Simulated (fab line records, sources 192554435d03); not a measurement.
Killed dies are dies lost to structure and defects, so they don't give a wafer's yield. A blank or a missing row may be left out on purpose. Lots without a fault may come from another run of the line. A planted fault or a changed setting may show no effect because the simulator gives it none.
Chamber matching | flow n5_finfet | N5_BEOL_M12_DESCUM_33 on rie_diel-04: 4 sister chambers
The step chemistry O2, time 7.9 s. 8 wafers are shown with their chamber, then 8 later ones without.

WAFERS WITH THEIR CHAMBER
wafer  | chamber | drypump_motor_current_A (A) | showerhead_plenum_p_Torr (Torr)
L088.2 | 1       | 5.6                         | 2.01
L097.3 | 1       | 5.6                         | 2.01
L097.4 | 2       | 5.2                         | 2.03
L097.5 | 0       | 6.1                         | 2.20
L091.1 | 3       | 5.1                         | 2.13
L091.2 | 2       | 5.1                         | 2.03
L091.3 | 0       | 6.1                         | 2.20
L094.1 | 3       | 5.1                         | 2.12

WAFERS WITHOUT THEIR CHAMBER
wafer  | drypump_motor_current_A (A) | showerhead_plenum_p_Torr (Torr)
L094.5 | 5.2                         | 2.03
L094.6 | 5.1                         | 2.12
L089.1 | 6.1                         | 2.20
L089.2 | 5.1                         | 2.12
L089.3 | 5.1                         | 2.03
L096.3 | 5.1                         | 2.12
L096.4 | 6.1                         | 2.20
L096.6 | 5.6                         | 2.00

WHICH CHAMBER EACH WENT THROUGH
wafer  | from the rows above | in truth
L094.5 | 2                   | 2
L094.6 | 3                   | 3
L089.1 | 0                   | 0
L089.2 | 3                   | 3
L089.3 | 2                   | 2
L096.3 | 3                   | 3
L096.4 | 0                   | 0
L096.6 | 1                   | 1
Placed correctly: 8 of 8. Can't be placed from these rows: 0. Placed wrongly: 0.
How it was worked out, from the rows above alone: a wafer's distance from a chamber is the root of the sum, over the readings, of the square of ((its reading less the chamber's mean) divided by the reading's scatter). The wafer belongs to the nearest chamber; if the next one is less than 2 further off, it can't be placed. A chamber's mean is the mean of its shown wafers. The scatter: the root of (the sum of the squares of (reading less its chamber's mean) over the shown wafers, divided by (wafers less chambers)).
